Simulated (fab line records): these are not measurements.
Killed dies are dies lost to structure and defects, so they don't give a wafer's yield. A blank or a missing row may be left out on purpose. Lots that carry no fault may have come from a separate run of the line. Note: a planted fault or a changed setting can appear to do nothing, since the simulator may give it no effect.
Commonality check across tools	flow nand harc	1 lot, 3 wafers sampled

## WHY IT WAS OPENED
At NHARC_END_SORT_01 the reading killed at periphery is flagged on 1 of 1 lot. Wafers without a fault read 4.0, standard deviation 2.5.
Rule: a lot is flagged in two cases, either no wafer of it has a number, or all its wafers with numbers fall more than 4 standard deviations from that mean. All remaining lots are regarded as sound.

lot	measured	on	killed at periphery, wafer by wafer	flag
L982	day 22 09:38	prober-02	636 631 645	FLAGGED
Flagged lots average 637.3: +633.3 relative to the usual, that is +99 or more standard deviations.

## LOT BY LOT: THE TOOL USED
The record holds 4 process steps before the reading, out of a route of 1159 steps. In each cell: the tool, then ch and the chambers that the sampled wafers went through, then the start.
lot	flag	NHARC_P_GATE_STRIP_76	NHARC_P_GATE_EXPOSE_88	NHARC_P_GATE_RTA_82	NHARC_P_CONTACT_DEP_30
L982	FLAGGED	plasma asher-01 ch 0,1, day 8 23:55	krf scanner-01 ch 0, day 9 00:41	rtp anneal-01 ch 0, day 9 03:44	no row
What the steps here do:
- NHARC_P_GATE_STRIP_76: strips in O2.
- NHARC_P_GATE_EXPOSE_88: exposes mask P HVN, target cd 2000 nm.
- NHARC_P_GATE_RTA_82: time 30 s.
- NHARC_P_CONTACT_DEP_30: deposits SiNx, target thk 30 nm.
- NHARC_END_SORT_01

## FLAGGED OVER TOTAL, TOOL BY TOOL (the gauges that took the reading come last)
step	tool	lots run	flagged	share of the flagged lots	sound lots run after its first flagged lot
NHARC_P_GATE_STRIP_76	plasma asher-01	1	1	all	0
NHARC_P_GATE_EXPOSE_88	krf scanner-01	1	1	all	0
NHARC_P_GATE_RTA_82	rtp anneal-01	1	1	all	0
NHARC_END_SORT_01	prober-02	1	1	all	0

## WHAT THE TABLE ALLOWS
4 rows of the table ran every flagged lot: plasma asher-01 at NHARC_P_GATE_STRIP_76, krf scanner-01 at NHARC_P_GATE_EXPOSE_88, rtp anneal-01 at NHARC_P_GATE_RTA_82, prober-02 at NHARC_END_SORT_01.
- plasma asher-01 at NHARC_P_GATE_STRIP_76: 1 of its 1 lot flagged. Because this sample shows no sound lot run on it before its first flagged lot, the start cannot be pinned down more closely.
- krf scanner-01 at NHARC_P_GATE_EXPOSE_88: 1 of its 1 lot flagged. Because this sample shows no sound lot run on it before its first flagged lot, the start cannot be pinned down more closely.
- rtp anneal-01 at NHARC_P_GATE_RTA_82: 1 of its 1 lot flagged. Because this sample shows no sound lot run on it before its first flagged lot, the start cannot be pinned down more closely.
- prober-02 at NHARC_END_SORT_01: 1 of its 1 lot flagged. Because this sample shows no sound lot run on it before its first flagged lot, the start cannot be pinned down more closely.
Counting lots can't tell these 4 tools apart, because each fits a fault that began at some hour. More lots, or a look at what each step does to the wafer, might.

## WHAT THE SIMULATOR HAD INSERTED
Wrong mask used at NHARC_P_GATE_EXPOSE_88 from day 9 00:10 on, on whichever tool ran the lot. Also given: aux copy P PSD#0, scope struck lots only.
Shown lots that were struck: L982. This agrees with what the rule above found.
